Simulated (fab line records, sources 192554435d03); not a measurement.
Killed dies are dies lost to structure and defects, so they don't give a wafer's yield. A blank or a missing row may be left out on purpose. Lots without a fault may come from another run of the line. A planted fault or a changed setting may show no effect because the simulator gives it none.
Which tool did it? | flow n5_finfet | 6 lots, 16 wafers sampled, at 2 steps of a route of 1938

WHAT THE GAUGES READ, wafer by wafer
N5_MIM_TOP_LITHO_OVL_MEAS_11.
lot  | measured     | on         | MIM_TOP_OVL (nm)
L956 | day 12 03:56 | overlay-01 | -5 4 3
L958 | day 12 08:59 | overlay-02 | 5 8 2
L966 | day 14 17:34 | overlay-02 | 3 8 3
L971 | day 15 20:58 | overlay-01 | -2 6 -2
L974 | day 16 07:15 | overlay-02 | -6 -9
L977 | day 17 00:38 | overlay-01 | -1 -1

WHICH TOOL RAN EACH LOT (tool, then ch and the chambers of the sampled wafers, then the start)
lot  | N5_HKMG_FIN_ETCHBACK_68
L956 | rie_metal-01 ch 0,1, day 4 14:58
L958 | rie_metal-01 ch 0,1, day 5 02:31
L966 | rie_metal-01 ch 0,1, day 7 03:02
L971 | rie_metal-03 ch 0,1, day 8 08:16
L974 | rie_metal-02 ch 0,1, day 9 00:26
L977 | rie_metal-03 ch 0,1, day 9 17:17
- N5_HKMG_FIN_ETCHBACK_68: etches the open film in Cl2/Ar, stops on HfO2, target depth 0.5 nm.

THE ANSWER, worked out from the rows above alone
Rule: what is usual is taken from the lots themselves. Put in order of their means at a reading, lots are off if they are a third of the lots or fewer, leave a main group of 4 or more, and stand apart from it by a gap of 3 or more times the standard deviation of the main group's means; of several such gaps the widest counts. A main group whose means are all the same, to the digits that the tables above print for the reading, isn't used. A lot without any number at a reading at which 4 lots or more have one is off too. The other lots that the step has rows for count as sound.
No lot is off at any reading shown: from this, nothing can be told.

WHAT THE SIMULATOR HAD PUT IN
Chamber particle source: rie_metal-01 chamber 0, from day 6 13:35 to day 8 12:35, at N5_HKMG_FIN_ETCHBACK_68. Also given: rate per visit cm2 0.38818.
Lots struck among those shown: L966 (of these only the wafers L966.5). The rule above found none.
